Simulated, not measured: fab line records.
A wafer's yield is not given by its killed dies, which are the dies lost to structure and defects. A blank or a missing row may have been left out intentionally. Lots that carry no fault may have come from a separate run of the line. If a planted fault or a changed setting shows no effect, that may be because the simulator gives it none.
Matching of chambers :: flow n5_finfet :: 8 sister chambers for N5_HKMG_FIN_WET_ETCH_87 on wet_bench-04
The step etches TiN in SC1, time 154.2 s, target depth 4.7 nm, rinse time 30 s. 13 wafers are shown with their chamber, then 7 later ones without.

== EACH WAFER AND ITS CHAMBER ==
wafer: L479.2
chamber: 2
bath_guard_temp_C (C): 49.5
h2o2_flow_mL_min: 69.56

wafer: L480.3
chamber: 3
bath_guard_temp_C (C): 50.0
h2o2_flow_mL_min: 69.43

wafer: L480.5
chamber: 5
bath_guard_temp_C (C): 50.0
h2o2_flow_mL_min: 69.70

wafer: L481.2
chamber: 1
bath_guard_temp_C (C): 50.1
h2o2_flow_mL_min: 69.71

wafer: L481.5
chamber: 6
bath_guard_temp_C (C): 50.0
h2o2_flow_mL_min: 70.01

wafer: L481.6
chamber: 4
bath_guard_temp_C (C): 51.6
h2o2_flow_mL_min: 69.71

wafer: L485.2
chamber: 5
bath_guard_temp_C (C): 50.4
h2o2_flow_mL_min: 69.94

wafer: L485.4
chamber: 0
bath_guard_temp_C (C): 49.6
h2o2_flow_mL_min: 70.11

wafer: L486.1
chamber: 4
bath_guard_temp_C (C): 51.1
h2o2_flow_mL_min: 69.87

wafer: L486.4
chamber: 6
bath_guard_temp_C (C): 49.6
h2o2_flow_mL_min: 69.67

wafer: L486.6
chamber: 7
bath_guard_temp_C (C): 49.6
h2o2_flow_mL_min: 70.18

wafer: L488.3
chamber: 7
bath_guard_temp_C (C): 49.2
h2o2_flow_mL_min: 69.91

wafer: L488.4
chamber: 2
bath_guard_temp_C (C): 50.0
h2o2_flow_mL_min: 69.83

== WAFERS WHOSE CHAMBER IS MISSING ==
wafer: L488.5
bath_guard_temp_C (C): 50.1
h2o2_flow_mL_min: 69.77

wafer: L489.2
bath_guard_temp_C (C): 50.1
h2o2_flow_mL_min: 69.76

wafer: L489.4
bath_guard_temp_C (C): 51.2
h2o2_flow_mL_min: 69.38

wafer: L489.6
bath_guard_temp_C (C): 50.4
h2o2_flow_mL_min: 69.64

wafer: L490.1
bath_guard_temp_C (C): 50.1
h2o2_flow_mL_min: 69.89

wafer: L490.2
bath_guard_temp_C (C): 50.2
h2o2_flow_mL_min: 70.30

wafer: L490.6
bath_guard_temp_C (C): 49.7
h2o2_flow_mL_min: 69.87

== WHICH CHAMBER EACH ONE RAN IN ==
wafer: L488.5
from the rows above: can't be placed: 1 or 5 or 6 or 2 or 3
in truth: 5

wafer: L489.2
from the rows above: can't be placed: 1 or 5 or 6 or 2 or 3
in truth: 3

wafer: L489.4
from the rows above: can't be placed: 4 or 3 or 1 or 5
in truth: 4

wafer: L489.6
from the rows above: can't be placed: 1 or 5 or 3 or 2 or 6
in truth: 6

wafer: L490.1
from the rows above: can't be placed: 5 or 1 or 6 or 2 or 0 or 7
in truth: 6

wafer: L490.2
from the rows above: can't be placed: 0 or 5 or 6 or 7 or 1 or 2
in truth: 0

wafer: L490.6
from the rows above: can't be placed: 6 or 2 or 0 or 7 or 1 or 5
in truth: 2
Correctly placed: 0 of 7. Can't be placed from these rows: 7 (the true chamber is among the candidates in 7). Wrongly placed: 0.
How it was worked out, from the rows above alone: a wafer's distance from a chamber is the root of the sum, over the readings, of the square of ((its reading less the chamber's mean) divided by the reading's scatter). If the next closest chamber is less than 2 further off than the closest, the wafer can't be placed; otherwise it belongs to the closest. A chamber's mean is the mean of its shown wafers. The scatter: the root of (the sum of the squares of (reading less its chamber's mean) over the shown wafers, divided by (wafers less chambers)).
